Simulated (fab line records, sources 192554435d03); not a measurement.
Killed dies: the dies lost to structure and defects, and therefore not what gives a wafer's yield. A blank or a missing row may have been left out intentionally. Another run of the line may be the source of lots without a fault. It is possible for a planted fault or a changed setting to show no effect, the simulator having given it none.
A lot that was struck, set against a sound lot -- flow n5_finfet -- 37 steps out of a route of 1938
Sound: the wafers L821.1, L821.5, L821.6. Struck: wafer L825.1 (left out: L825.2, L825.6 of the same lot, which were not struck); the cause appears at the end.
Per side, at each step with rows, come the tool, then ch with its chambers, and then its first start. Under that, the readings that differ: sound wafers -- struck wafers -- difference of the means -- sigmas: that difference in standard deviations of wafers without a fault.
alike: readings with means less than 2 such deviations apart, plus words and numbers identical on both sides. not compared: withheld readings, readings lacking a value on some wafer, bounds such as >300 that could conceal the same value, and numbers that have no deviation in the record and whose values overlap.
Wherever a step has rows on one side only, a row that says differs or no value, or a row with sigmas, the two part there. When numbers do not overlap yet have no deviation, they are printed without sigmas and do not part them. A reading missing from all wafers of one side parts the sides only when that side holds two or more wafers.

first, 8 steps without rows for these wafers: N5_MOL_CONTACT_COAG_ANNEAL_112 (time 1800 s); N5_BEOL_M0_SAQP_PECVD_00 (deposits SiCN from 3MS/NH3, target thk 8 nm, time 14 s); N5_BEOL_M0_SAQP_ILD_DEP_01 (deposits SiOC from DEMS/O2, target thk 45.419 nm, time 8.7 s); N5_BEOL_M0_SAQP_HM_DEP_02 (deposits TiN, target thk 12 nm); N5_BEOL_M0_SAQP_PECVD_03 (deposits SiCN from 3MS/NH3, target thk 12 nm, time 21.1 s); N5_BEOL_M0_SAQP_PECVD_96 (deposits a-Si from SiH4/He, target thk 45 nm, time 45.2 s); N5_BEOL_M0_SAQP_PECVD_97 (deposits SiNx from SiH4/NH3/N2, target thk 23 nm, time 19.9 s); N5_BEOL_M0_SAQP_PECVD_04 (deposits a-Si from SiH4/He, target thk 60 nm, time 60.2 s).
N5_BEOL_M0_SAQP_HM_DEP_111: deposits SiO2 from SiH4/N2O, target thk 12 nm, time 7.2 s.
  sound on pecvd-04 ch 1,2, day 7 07:11; struck on pecvd-04 ch 1, day 10 19:28
  alike: heater_power_w, showerhead_plenum_p_Torr
then, 25 steps without rows for these wafers: N5_BEOL_M0_SAQP_COAT_81 (time 60 s, resist thk 100 nm); N5_BEOL_M0_SAQP_COAT_82 (time 60 s, resist thk 30 nm); N5_BEOL_M0_SAQP_COAT_08 (resist thk 90 nm); N5_BEOL_M0_SAQP_EBR_10; N5_BEOL_M0_SAQP_SOFTBAKE_09 (time 60 s); N5_BEOL_M0_SAQP_EXPOSE_11 (exposes mask M0 CORE, target cd 42 nm); N5_BEOL_M0_SAQP_PEB_12 (peb time 60 s); N5_BEOL_M0_SAQP_DEVELOP_13 (develop time 30 s); N5_BEOL_M0_SAQP_DESCUM_19 (chemistry O2, time 7.9 s); N5_BEOL_M0_SAQP_ETCH_83 (etches SiARC in CF4, target depth 39 nm, time 65 s); N5_BEOL_M0_SAQP_ETCH_84 (etches SOC in N2/H2, target depth 100 nm, overetch 20 nm, time 150 s); N5_BEOL_M0_SAQP_STRIP_80 (strips in N2/H2); N5_BEOL_M0_SAQP_HM_OPEN_112 (chemistry CHF3/O2, target SiO2, stops on a-Si, target depth 12 nm, time 13.5 s); N5_BEOL_M0_SAQP_STRIP_113 (strips in CHF3/O2); N5_BEOL_M0_SAQP_MANDREL_ETCH_20 (etches a-Si in HBr/Cl2, stops on SiNx, target depth 60 nm, bt time 10 s, time 30 s); N5_BEOL_M0_SAQP_STRIP_86 (strips in N2/H2); N5_BEOL_M0_SAQP_STRIP_115 (strips in post etch residue remover, time 60 s); N5_BEOL_M0_SAQP_SRD_93 (time 30 s); N5_BEOL_M0_SAQP_RECESS_114 (chemistry HF/NH3, target SiO2, target depth 14.4 nm, afs cycles 3, sublimation time 60 s); N5_BEOL_M0_SAQP_SPACER1_ALD_98 (deposits SiO2, target thk 12.8 nm, pulse time 1 s, purge time 2 s); N5_BEOL_M0_SAQP_SPACER1_ETCHBACK_99 (etches SiO2 in CHF3/O2, target depth 15.4 nm, time 7.7 s); N5_BEOL_M0_SAQP_MANDREL1_REMOVE_100 (chemistry HBr/Cl2/O2, target a-Si, stops on SiNx, bt time 10 s); N5_BEOL_M0_SAQP_ETCH_101 (etches SiNx in CH3F/O2, target depth 29.9 nm, time 42.7 s); N5_BEOL_M0_SAQP_ETCH_102 (etches SiO2 in CF4, target depth 4 nm, time 4.4 s); N5_BEOL_M0_SAQP_MANDREL_ETCH_103 (etches a-Si in HBr/Cl2, stops on SiCN, target depth 45 nm, bt time 10 s, time 27 s).
N5_BEOL_M0_CUTY_INSPECT_59: inspects for defects (macro).
  sound on defect_inspect-02, day 7 13:22; struck on defect_inspect-01, day 11 06:23
reading,sound,struck,difference,sigmas
raw_defect_count,6 2 4,256,+252,+99 or more
-- a jump in the record: the struck wafers' starts before and after are 3 days apart (it breaks off in module BEOL_M0_CUTY and resumes in module BEOL_M4, where the first step shown is number 1111 of the route) --
N5_BEOL_M4_RC_MEAS_101:
  sound on prober-01 ch 0, day 9 10:04; struck on prober-01 ch 0, day 14 14:39
reading,sound,struck,difference,sigmas
ION_N (uA/um),659 649 651,689,+36,+3
VT_N (mV),254 258 256,247,-9,-3
  alike: DIBL_N, DIBL_P, IOFF_N, IOFF_P, ION_P, SS_N, SS_P, VT_P
-- record jumps: 5 days separate the struck wafers' starts on either side; left off in module BEOL_M4, taken up again in module PASSIVATION, whose first shown step is the route's number 1936 --
N5_PASSIVATION_PROBE_49:
  sound on prober-02, day 12 14:36; struck on prober-02, day 19 10:06
reading,sound,struck,difference,sigmas
defect_limited_yield (%),92.9 90.5 92.1,83.6,-8.2,-5
killed_at_M0_to_M3,20 37 35,107,+76,+8
killed_dies,84 112 93,193,+97,+5
killed_on_rim,11 12 14,27,+15,+3
sort_bin_5_function (%),4.8 5.3 5.0,10.2,+5.2,+5
sort_n_pass,1096 1068 1087,987,-97,-5
sort_yield_pct (%),92.9 90.5 92.1,83.6,-8.2,-5
  alike: killed_at_M4_up, killed_at_contacts, killed_at_front_end, killed_at_other, killed_open, killed_short, sort_bin_6_memory

## WHERE THEY PART
First at N5_BEOL_M0_CUTY_INSPECT_59; last, within this record, at N5_PASSIVATION_PROBE_49.

WHY: what the simulator had put in
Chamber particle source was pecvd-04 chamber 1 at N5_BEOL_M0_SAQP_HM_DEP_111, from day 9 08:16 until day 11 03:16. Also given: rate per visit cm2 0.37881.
